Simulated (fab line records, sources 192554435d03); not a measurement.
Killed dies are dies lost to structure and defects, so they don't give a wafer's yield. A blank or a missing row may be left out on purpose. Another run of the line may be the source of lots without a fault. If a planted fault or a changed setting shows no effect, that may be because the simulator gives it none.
Matching of chambers | flow n5Finfet | N5_BEOL_M10_CVD_75 on cvdCo-01: 3 sister chambers
The step deposits Co from CCTBA/H2, target thk 2 nm, time 138.9 s. 6 wafers are shown with their chamber, then 8 later ones without.

## WAFERS WITH THEIR CHAMBER
wafer  | chamber | runLengthS (s)
L565.4 | 2       | 160.5
L565.6 | 1       | 162.1
L566.2 | 1       | 161.5
L566.4 | 2       | 160.9
L566.6 | 0       | 162.0
L567.1 | 0       | 161.7

## WAFERS WHOSE CHAMBER IS MISSING
wafer  | runLengthS (s)
L567.4 | 161.2
L567.6 | 161.1
L571.4 | 161.6
L571.5 | 161.0
L571.6 | 161.0
L570.1 | 162.0
L570.3 | 161.0
L570.4 | 161.6

## EACH ONE'S CHAMBER
wafer  | from the rows above          | in truth
L567.4 | can't be placed: 2 or 1 or 0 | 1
L567.6 | can't be placed: 2 or 1 or 0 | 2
L571.4 | can't be placed: 1 or 0      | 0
L571.5 | can't be placed: 2 or 1 or 0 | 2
L571.6 | can't be placed: 2 or 1 or 0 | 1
L570.1 | can't be placed: 0 or 1      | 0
L570.3 | can't be placed: 2 or 1 or 0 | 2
L570.4 | can't be placed: 1 or 0      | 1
Correctly placed: 0 of 8. Can't be placed from these rows: 8 (the true chamber is among the candidates in 8). Number placed wrongly: 0.
How it was worked out, from the rows above alone: a wafer's distance from a chamber is the root of the sum, over the readings, of the square of ((its reading less the chamber's mean) divided by the reading's scatter). The wafer belongs to the nearest chamber; if the next one is less than 2 further off, it can't be placed. For every chamber, the mean is computed from those of its wafers that are shown. The scatter is the square root of a quotient: the sum, over the shown wafers, of each reading's squared deviation from its chamber's mean, divided by wafers minus chambers.
